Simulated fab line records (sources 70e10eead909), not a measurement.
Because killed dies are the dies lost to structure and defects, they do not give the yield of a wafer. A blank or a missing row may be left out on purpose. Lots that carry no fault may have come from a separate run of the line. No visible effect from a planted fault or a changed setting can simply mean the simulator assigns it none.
Check for tools in common -- flow nandHarc -- Sampled: 2 lots, 6 wafers

== REASON FOR OPENING ==
At NHARC_END_SORT_01 the reading killedAtPeriphery is flagged on 2 of 2 lots. Fault-free wafers read 3.1, with a standard deviation of 2.3.
Rule: a lot is flagged in two cases, either no wafer of it has a number, or all its wafers with numbers fall more than 4 standard deviations from that mean. As for the other lots, they are considered sound.

lot,measured,on,"killedAtPeriphery, wafer by wafer",flag
L106,day 23 20:45,prober-02,654 661 656,FLAGGED
L105,day 24 02:55,prober-02,646 649 643,FLAGGED
The numbers of the flagged lots are 651.5 on average: +648.4 against the usual, or +99 or more standard deviations.

== WHICH TOOL EACH LOT WENT THROUGH ==
Before the reading, the record contains 4 process steps out of a 1159-step route. Cell contents, in order: the tool; ch with the chambers the sampled wafers went through; the start.
lot,flag,NHARC_P_CONTACT_CMP_01,NHARC_P_CONTACT_DESCUM_17,NHARC_P_CONTACT_STRIP_28,NHARC_P_CONTACT_ALD_22
L106,FLAGGED,"cmp-02 ch 1,2,3, day 10 01:56","rieDiel-11 ch 0,1, day 10 02:47","rieDiel-12 ch 2,3, day 10 03:44","aldMetal-03 ch 2,3, day 10 04:39"
L105,FLAGGED,"cmp-04 ch 0,1,2, day 10 02:47","rieDiel-11 ch 0,1,2, day 10 03:49","rieDiel-11 ch 1,2,3, day 10 04:46","aldMetal-01 ch 0,2,3, day 10 05:38"
These steps, and what they do:
- NHARC_P_CONTACT_CMP_01: polishes SiO2, target thk 200 nm.
- NHARC_P_CONTACT_DESCUM_17: chemistry O2, time 3 s.
- NHARC_P_CONTACT_STRIP_28: strips in O2.
- NHARC_P_CONTACT_ALD_22: deposits TiN, target thk 3 nm, pulse time 1 s, ald cycles 150.
- NHARC_END_SORT_01

== FLAGGED OVER TOTAL, TOOL BY TOOL (the gauges that took the reading come last) ==
step,tool,lots run,flagged,share of the flagged lots,sound lots run after its first flagged lot
NHARC_P_CONTACT_CMP_01,cmp-02,1,1,some,0
NHARC_P_CONTACT_CMP_01,cmp-04,1,1,some,0
NHARC_P_CONTACT_DESCUM_17,rieDiel-11,2,2,all,0
NHARC_P_CONTACT_STRIP_28,rieDiel-11,1,1,some,0
NHARC_P_CONTACT_STRIP_28,rieDiel-12,1,1,some,0
NHARC_P_CONTACT_ALD_22,aldMetal-01,1,1,some,0
NHARC_P_CONTACT_ALD_22,aldMetal-03,1,1,some,0
NHARC_END_SORT_01,prober-02,2,2,all,0

== WHAT THE TABLE ALLOWS ==
Every flagged lot went through 2 rows of the table: rieDiel-11 at NHARC_P_CONTACT_DESCUM_17 and prober-02 at NHARC_END_SORT_01.
- rieDiel-11 at NHARC_P_CONTACT_DESCUM_17 ran 2 lots, 2 of them flagged. No sound lot ran on it before its first flagged lot in this sample; the start therefore can't be narrowed down.
- prober-02 at NHARC_END_SORT_01 ran 2 lots, 2 of them flagged. No sound lot ran on it before its first flagged lot in this sample; the start therefore can't be narrowed down.
These 2 tools cannot be told apart by counting lots, since each of them fits a fault that started at some hour. More lots, or a look at what each step does to the wafer, might.

== WHAT WAS PUT IN BY THE SIMULATOR ==
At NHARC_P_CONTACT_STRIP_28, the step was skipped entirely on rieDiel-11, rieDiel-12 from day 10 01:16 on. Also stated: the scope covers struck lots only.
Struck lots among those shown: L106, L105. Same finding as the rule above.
